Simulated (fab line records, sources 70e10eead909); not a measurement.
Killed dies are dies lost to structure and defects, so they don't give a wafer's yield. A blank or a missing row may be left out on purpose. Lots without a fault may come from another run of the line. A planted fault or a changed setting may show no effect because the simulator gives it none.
Which tool did it? | flow nand_harc | 11 lots, 33 wafers sampled, at 4 steps of a route of 1159

WHAT THE GAUGES READ, wafer by wafer
NHARC_P_CONTACT_CD_MEAS_12: target cd 90 nm.
lot  | measured     | on        | cd_nm (nm)
L376 | day 5 16:49  | cd_sem-01 | 89.7 89.6 90.2
L377 | day 6 08:29  | cd_sem-03 | 89.1 90.0 89.8
L382 | day 7 07:17  | cd_sem-01 | 90.1 89.7 89.5
L381 | day 7 07:27  | cd_sem-03 | 90.6 90.8 90.0
L380 | day 7 09:47  | cd_sem-03 | 88.9 89.2 90.2
L383 | day 7 15:01  | cd_sem-03 | 81.9 82.1 81.8
L393 | day 10 03:48 | cd_sem-01 | 91.0 90.6 91.1
L394 | day 10 04:20 | cd_sem-03 | 90.4 90.7 90.4
L395 | day 10 17:54 | cd_sem-02 | 89.6 89.5 89.9
L397 | day 11 04:54 | cd_sem-01 | 90.2 89.9 90.5
L398 | day 11 13:14 | cd_sem-01 | 91.2 90.5 90.2

WHICH TOOL RAN EACH LOT (tool, then ch and the chambers of the sampled wafers, then the start)
lot  | NHARC_P_GATE_STRIP_76                | NHARC_P_CONTACT_DEP_00                     | NHARC_P_CONTACT_EXPOSE_09
L376 | plasma_asher-02 ch 0,1, day 5 10:43  | pecvd-01 ch 0,1,2, day 5 16:41 or earlier  | arfi_scanner-02 ch 0, day 5 16:41
L377 | plasma_asher-01 ch 0,1, day 6 02:52  | pecvd-02 ch 1,2, day 6 08:21 or earlier    | arfi_scanner-01 ch 0, day 6 08:21
L382 | plasma_asher-01 ch 1, day 7 01:31    | pecvd-02 ch 0,1, day 7 07:10 or earlier    | arfi_scanner-01 ch 0, day 7 07:10
L381 | plasma_asher-02 ch 0,1, day 7 01:47  | pecvd-04 ch 0,1, day 7 07:19 or earlier    | arfi_scanner-03 ch 0, day 7 07:19
L380 | plasma_asher-02 ch 0,1, day 7 04:00  | pecvd-01 ch 0,2, day 7 09:38 or earlier    | arfi_scanner-02 ch 0, day 7 09:38
L383 | plasma_asher-01 ch 0,1, day 7 09:16  | pecvd-01 ch 0,1,2, day 7 14:52 or earlier  | arfi_scanner-01 ch 0, day 7 14:52
L393 | plasma_asher-01 ch 0,1, day 9 22:02  | pecvd-01 ch 1,2, day 10 03:40 or earlier   | arfi_scanner-03 ch 0, day 10 03:40
L394 | plasma_asher-02 ch 0,1, day 9 22:11  | pecvd-02 ch 0,2, day 10 04:12 or earlier   | arfi_scanner-02 ch 0, day 10 04:12
L395 | plasma_asher-02 ch 0,1, day 10 12:16 | pecvd-01 ch 0,1, day 10 17:45 or earlier   | arfi_scanner-02 ch 0, day 10 17:45
L397 | plasma_asher-02 ch 0,1, day 10 23:21 | pecvd-02 ch 0,1,2, day 11 04:46 or earlier | arfi_scanner-01 ch 0, day 11 04:46
L398 | plasma_asher-01 ch 0,1, day 11 07:35 | pecvd-02 ch 0,1, day 11 13:05 or earlier   | arfi_scanner-02 ch 0, day 11 13:05
- NHARC_P_GATE_STRIP_76: strips in O2.
- NHARC_P_CONTACT_DEP_00: deposits SiO2, target thk 500 nm.
- NHARC_P_CONTACT_EXPOSE_09: exposes mask P CA, target cd 90 nm.

THE ANSWER, worked out from the rows above alone
Rule: what is usual is taken from the lots themselves. Put in order of their means at a reading, lots are off if they are a third of the lots or fewer, leave a main group of 4 or more, and stand apart from it by a gap of 3 or more times the standard deviation of the main group's means; of several such gaps the widest counts. A main group whose means are all the same, to the digits that the tables above print for the reading, isn't used. A lot without any number at a reading at which 4 lots or more have one is off too. The other lots that the step has rows for count as sound.
Off: L383, at NHARC_P_CONTACT_CD_MEAS_12 (cd_nm). The main group: mean 90.1 nm, standard deviation 0.48.
A tool fits if, at a process step before that reading, it ran every lot that is off, and no sound lot after the first of them. The gauges at NHARC_P_CONTACT_CD_MEAS_12 are tried like those tools. NHARC_P_CONTACT_DEP_00 gives no start for some lots, so the hours and the order of its lots are those of NHARC_P_CONTACT_EXPOSE_09. None of those tried fits.

WHAT THE SIMULATOR HAD PUT IN
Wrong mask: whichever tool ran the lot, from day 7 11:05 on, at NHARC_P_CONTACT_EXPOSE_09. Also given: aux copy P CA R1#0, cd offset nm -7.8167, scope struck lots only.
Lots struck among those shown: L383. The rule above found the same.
